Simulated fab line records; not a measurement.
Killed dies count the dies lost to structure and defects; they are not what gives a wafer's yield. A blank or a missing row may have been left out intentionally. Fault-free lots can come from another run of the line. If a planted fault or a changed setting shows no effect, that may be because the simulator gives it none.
Problem report in the 8D (eight disciplines) form, filled by code ; flow nand_harc ; the parts of the form that need people (team, actions taken, sign-off) are left out

1. WHAT IS WRONG
Wafers without a fault read 2.9, standard deviation 2.2; killed_at_periphery at NHARC_END_SORT_01 reads a mean of 642.0 on 6 wafers belonging to 2 lots. So: +99 or more standard deviations from the usual mean.
Seen first at day 22 03:39 on prober-02, wafer L927.2. The record has a number at this step for 6 wafers belonging to 2 lots. The rule behind "out" and "out of limits": a value lying over 4 standard deviations away from the usual mean. The other wafers with a number count as sound.

2. WHAT IT IS, AND WHAT IT ISN'T
question;is;is not
which readings at this step;killed_at_periphery, killed_dies;killed_at_other, killed_open, killed_short
which lots;L927, L930;-
which wafers of those lots;all that have a number;-
read on which gauges;prober-01, prober-02;-
when;from day 22 03:39;up to then (0 sound wafers)

3. SUSPECTS, AND WHAT RULES EACH OUT
Counting: a tool stays on the suspect list if, at a process step up to the reading, it processed all lots that are out and no sound lot following the first of them.
- the gauge at NHARC_END_SORT_01 is ruled out. The wafers that are out were read on 2 gauges (prober-01, prober-02).
- litho_track-05 at NHARC_P_GATE_DEVELOP_45 (time 70 s): kept. It ran every lot that is out, first L927 (day 8 08:00), and no sound lot after that.
The count leaves litho_track-05 at NHARC_P_GATE_DEVELOP_45.

4. THE CAUSE (what the simulator had put in)
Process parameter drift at NHARC_P_GATE_DEVELOP_45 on litho_track-05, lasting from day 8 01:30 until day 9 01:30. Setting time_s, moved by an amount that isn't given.
The count eliminated every tool but this one.

5. THE EFFECT CHAIN, in route order
Rows list readings where the struck wafers' mean (over those with a number) sits beyond 3 standard deviations from the usual. Scope: only readings with a usual standard deviation given in the record; hours: median across lots of the time from each lot's start at the first step in this table that gives one to its start at this step; sigmas: change in usual standard deviations.
hours;step;reading;usual;on struck wafers;change;sigmas
0;NHARC_END_SORT_01;killed_at_periphery;2.9;642.0;+639.1;+99 or more
0;NHARC_END_SORT_01;killed_dies;32;677;+645;+59

6. HOW IT WOULD HAVE BEEN CAUGHT EARLIER
In this record the first reading out of limits at a measuring or inspecting step was taken at day 22 03:39, 338 hours after the fault began at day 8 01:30.
All the lots that are out (2) had begun NHARC_P_GATE_DEVELOP_45 on litho_track-05 by day 22 03:39. Tool hold at that time: it would have spared none of them.
